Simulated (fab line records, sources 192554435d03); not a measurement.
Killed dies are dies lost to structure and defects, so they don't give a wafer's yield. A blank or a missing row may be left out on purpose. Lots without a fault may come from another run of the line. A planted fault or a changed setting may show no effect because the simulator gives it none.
Problem report in the 8D (eight disciplines) form, filled by code | flow n5_finfet | the parts of the form that need people (team, actions taken, sign-off) are left out

1. THE PROBLEM
time_to_endpoint_s at N5_BEOL_M5_CMP_52 reads a mean of 38.0 s on 4 wafers of 2 lots; wafers without a fault read 62.6 s with a standard deviation of 2.4. That is -10 standard deviations from the usual mean.
The step: polishes, stops on SiCOH lowk, t overpolish 6.9 s, target thk 62 nm.
First seen on wafer L648.2, day 14 00:05, on cmp-03. The record holds 33 wafers of 11 lots with a number at this step. Rule for "out", or "out of limits": more than 4 standard deviations from the usual mean. The other wafers with a number count as sound.

2. WHAT IT IS AND WHAT IT IS NOT
question                    | is                             | is not
which readings at this step | time_to_endpoint_s             | motor_current_A
which lots                  | L648, L649                     | L629, L631, L632, L633, L634, L637, L638, L641, L644
which wafers of those lots  | L648.2, L648.6, L649.2, L649.6 | L648.5, L649.4
read on which tools         | cmp-02, cmp-03                 | cmp-01
when                        | from day 14 00:05              | up to then (28 sound wafers); but 1 sound wafer of L649 came after

3. SUSPECTS, AND WHAT RULES EACH OUT
Counting: a tool at a process step up to the reading stays a suspect if it ran every lot that is out. Sound lots after the first of them don't rule it out here, since some wafers of a struck lot are sound.
- pvd_sputter-02 at N5_BEOL_M5_SURFACE_TREAT_87: kept. It ran every lot that is out, first L648 (day 13 18:53); its last sound lot up to then is L644 (day 13 01:14).
- ecd_cu-02 at N5_BEOL_M5_ECD_50 (material Cu, target thk 300 nm): kept. It ran every lot that is out, first L648 (day 13 23:35); its last sound lot up to then is L641 (day 11 17:19).
Left after counting: pvd_sputter-02 at N5_BEOL_M5_SURFACE_TREAT_87, ecd_cu-02 at N5_BEOL_M5_ECD_50.

4. THE CAUSE (what the simulator had put in)
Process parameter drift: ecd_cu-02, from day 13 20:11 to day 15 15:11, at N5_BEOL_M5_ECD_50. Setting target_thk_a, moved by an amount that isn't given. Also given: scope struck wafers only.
Counting left 2 suspects, and this tool is among them.

5. THE CHAIN OF EFFECTS, in route order
Each row: a reading whose mean over the struck wafers that have a number lies more than 3 standard deviations from the usual. Only readings for which the record gives a usual standard deviation are gone through. hours: the time from each lot's start at the first step in this table that gives one to its start at this step, as a median over the lots. sigmas: the change in usual standard deviations.
hours | step              | reading            | usual  | on struck wafers | change | sigmas
0     | N5_BEOL_M5_CMP_52 | time_to_endpoint_s | 62.6 s | 38.0             | -24.6  | -10
The process steps in it:
- N5_BEOL_M5_CMP_52: polishes, stops on SiCOH lowk, t overpolish 6.9 s, target thk 62 nm.

6. WHAT WOULD HAVE CAUGHT IT SOONER
In this record the first reading out of limits was taken at day 14 00:05, 4 hours after the fault began at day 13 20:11.
Of the lots that are out (2), L649 began N5_BEOL_M5_ECD_50 on ecd_cu-02 after day 14 00:05. A hold on the tool at that time would have spared it.
